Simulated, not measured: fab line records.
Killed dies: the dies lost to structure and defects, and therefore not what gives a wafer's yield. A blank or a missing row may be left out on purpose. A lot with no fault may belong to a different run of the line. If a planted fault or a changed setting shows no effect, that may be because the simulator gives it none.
Comparing a struck lot with a sound one || flow n5Finfet || 39 out of 1938 route steps
Sound: wafers L424.3, L424.4, L424.5. Struck: wafer L406.6. (L406.2, L406.3 of the same lot were not struck and are left out.) The cause comes at the end.
For every step that has rows: the tool of each side, followed by ch and its chambers, followed by its first start. Under that, the readings that differ: sound wafers || struck wafers || difference of the means || sigmas: that difference in standard deviations of wafers without a fault.
alike: readings with means less than 2 such deviations apart, plus words and numbers identical on both sides. not compared: withheld readings, readings lacking a value on some wafer, bounds such as >300 that could conceal the same value, and numbers that have no deviation in the record and whose values overlap.
Wherever a step has rows on one side only, a row that says differs or no value, or a row with sigmas, the two part there. Non-overlapping numbers with no deviation appear without sigmas and do not part them. A reading that every wafer of one side lacks parts them only if that side has two wafers or more.

first, 9 steps without rows for these wafers: N5_BEOL_M12_SOFTBAKE_23 (time 60 s); N5_BEOL_M12_EXPOSE_25 (exposes mask M12); N5_BEOL_M12_PEB_26 (peb time 90 s); N5_BEOL_M12_DEVELOP_27 (develop time 45 s); N5_BEOL_M12_HARDBAKE_32 (time 120 s); N5_BEOL_M12_DESCUM_33 (chemistry O2, time 7.9 s); N5_BEOL_M12_ETCH_67 (etches SiARC in CF4, target depth 143 nm, time 238.3 s); N5_BEOL_M12_ETCH_68 (etches SOC in N2/H2, time 285 s); N5_BEOL_M12_STRIP_69 (strips in N2/H2).
N5_BEOL_M12_TRENCH_ETCH_34: etches SiOC in C4F8/O2/Ar, target depth 318.95 nm, time 125.5 s.
  sound on rieDiel-04 ch 0,1,3, day 16 05:27; struck on rieDiel-01 ch 0, day 11 20:55
{"reading": "model.etch.depthNm (nm)", "sound": "317.2 324.9 313.6", "struck": 280.6, "difference": -38.0, "sigmas": ""}
  alike: C4F8_flow_sccm, drypumpMotorCurrentA, heInnerTorr, mfcArSccm, oesProductAu, rfVppV, showerheadPlenumPTorr, throttleValvePct
  not compared: rfHoursCounterH
then, 1 step without rows for these wafers: N5_BEOL_M12_STRIP_70 (strips in C4F8/O2/Ar).
N5_BEOL_M12_OCD_MEAS_35:
  sound on ocd-02, day 16 05:37; struck on ocd-01, day 11 21:04
{"reading": "trenchDepthNm (nm)", "sound": "318 325 314", "struck": 280, "difference": -39, "sigmas": -6}
then, 11 steps without rows for these wafers: N5_BEOL_M12_STRIP_37 (strips in N2/H2); N5_BEOL_M12_ETCH_38 (etches SiCN in CF4/N2, target depth 68.7 nm, time 73.4 s); N5_BEOL_M12_PRECLEAN_39 (cleans in residue remover, time 60 s); N5_BEOL_M12_SRD_40 (time 30 s, dry time 30 s); N5_BEOL_M12_DEGAS_41 (time 60 s); N5_BEOL_M12_PRE_CLEAN_42 (time 30 s); N5_BEOL_M12_SPUTTER_43 (material TaN, target thk 15 nm, time 24.19 s); N5_BEOL_M12_SPUTTER_44 (material Ta, target thk 10 nm, time 16.13 s); N5_BEOL_M12_SPUTTER_45 (material Cu, target thk 80 nm, time 13.33 s); N5_BEOL_M12_ECD_47 (material Cu, target thk 720 nm); N5_BEOL_M12_ANNEAL_48 (time 90 s).
N5_BEOL_M12_CMP_49: polishes, stops on SiOC, t overpolish 20.6 s, target thk 320 nm.
  sound on cmp-04 ch 0,1,2, day 16 08:29; struck on cmp-02 ch 0, day 11 23:40
{"reading": "overpolishRunS (s)", "sound": "20.603 20.606 20.615", "struck": 20.588, "difference": -0.020, "sigmas": -2}
{"reading": "model.Cu_of_BEOL_M12_ECD_47.thkNm (nm)", "sound": "319.6 325 311.8", "struck": 282.2, "difference": -36.6, "sigmas": ""}
  alike: barrierFieldEndpointS, motorCurrentA, retainingRingPressureFrac
N5_BEOL_M12_THK_MEAS_50: measures by xrf.
  sound on filmMetro-01, day 16 08:43; struck on filmMetro-01, day 11 23:58
{"reading": "M12_THK (nm)", "sound": "323 330 317", "struck": 284, "difference": -39, "sigmas": -6}
then, 2 steps without rows for these wafers: N5_BEOL_M12_PRE_CLEAN_52 (time 15 s); N5_BEOL_M12_DEP_53 (deposits SiCN from 3MS/NH3, target thk 30 nm, time 10.5 s).
N5_BEOL_M12_RS_MEAS_54: measurement is done with a four-point probe.
  sound on filmMetro-02, day 16 08:50; struck on filmMetro-01, day 12 00:21
{"reading": "M12_RS (ohm/sq)", "sound": "0.0600 0.0589 0.0617", "struck": 0.0684, "difference": "+0.0082", "sigmas": "+7"}
then, 9 steps without rows for these wafers: N5_BEOL_M13_ILD_DEP_00 (deposits SiOC from DEMS/O2, target thk 837.92 nm, time 166.4 s); N5_BEOL_M13_COAT_58 (time 60 s, resist thk 89 nm); N5_BEOL_M13_COAT_04 (resist thk 400 nm); N5_BEOL_M13_EBR_06; N5_BEOL_M13_SOFTBAKE_05 (time 60 s); N5_BEOL_M13_EXPOSE_07 (exposes mask V12); N5_BEOL_M13_PEB_08 (peb time 90 s); N5_BEOL_M13_DEVELOP_09 (develop time 45 s); N5_BEOL_M13_HARDBAKE_14 (time 120 s).
N5_BEOL_M15_RC_MEAS_101:
  sound on prober-02 ch 0, day 17 07:14; struck on prober-01 ch 0, day 12 16:55
{"reading": "COMB_M6 (S/m)", "sound": "2e-11 2.5e-11 4e-11", "struck": 1.7e-11, "difference": -1.1e-11, "sigmas": -2}
{"reading": "COMB_M7 (S/m)", "sound": "2.4e-11 4.7e-11 3.5e-11", "struck": 2.1e-11, "difference": -1.4e-11, "sigmas": -2}
{"reading": "SERP_M11 (ohm/um)", "sound": "3.29 3.21 3.20", "struck": 3.00, "difference": -0.23, "sigmas": -3}
{"reading": "SERP_M12 (ohm/um)", "sound": "0.597 0.589 0.623", "struck": 0.722, "difference": "+0.119", "sigmas": "+6"}
{"reading": "SERP_M12_max_site (ohm/um)", "sound": "0.600 0.601 0.641", "struck": 0.746, "difference": "+0.132", "sigmas": "+7"}
{"reading": "SERP_M13 (ohm/um)", "sound": "0.291 0.307 0.285", "struck": 0.317, "difference": "+0.023", "sigmas": "+2"}
  alike: COMB_M10, COMB_M11, COMB_M12, COMB_M13, COMB_M14, COMB_M15, COMB_M15_max_site, COMB_M5, COMB_M8, COMB_M9, COMB_M9_max_site, SERP_M10, SERP_M14, SERP_M5, SERP_M5_max_site, SERP_M6, SERP_M7, SERP_M8, SERP_M9
next, for these wafers, 1 step has no rows: N5_PASSIVATION_PROBE_49.

## WHERE THEY PART
Earliest at N5_BEOL_M12_OCD_MEAS_35; latest, in this record, at N5_BEOL_M15_RC_MEAS_101.

WHY: whatever the simulator had introduced
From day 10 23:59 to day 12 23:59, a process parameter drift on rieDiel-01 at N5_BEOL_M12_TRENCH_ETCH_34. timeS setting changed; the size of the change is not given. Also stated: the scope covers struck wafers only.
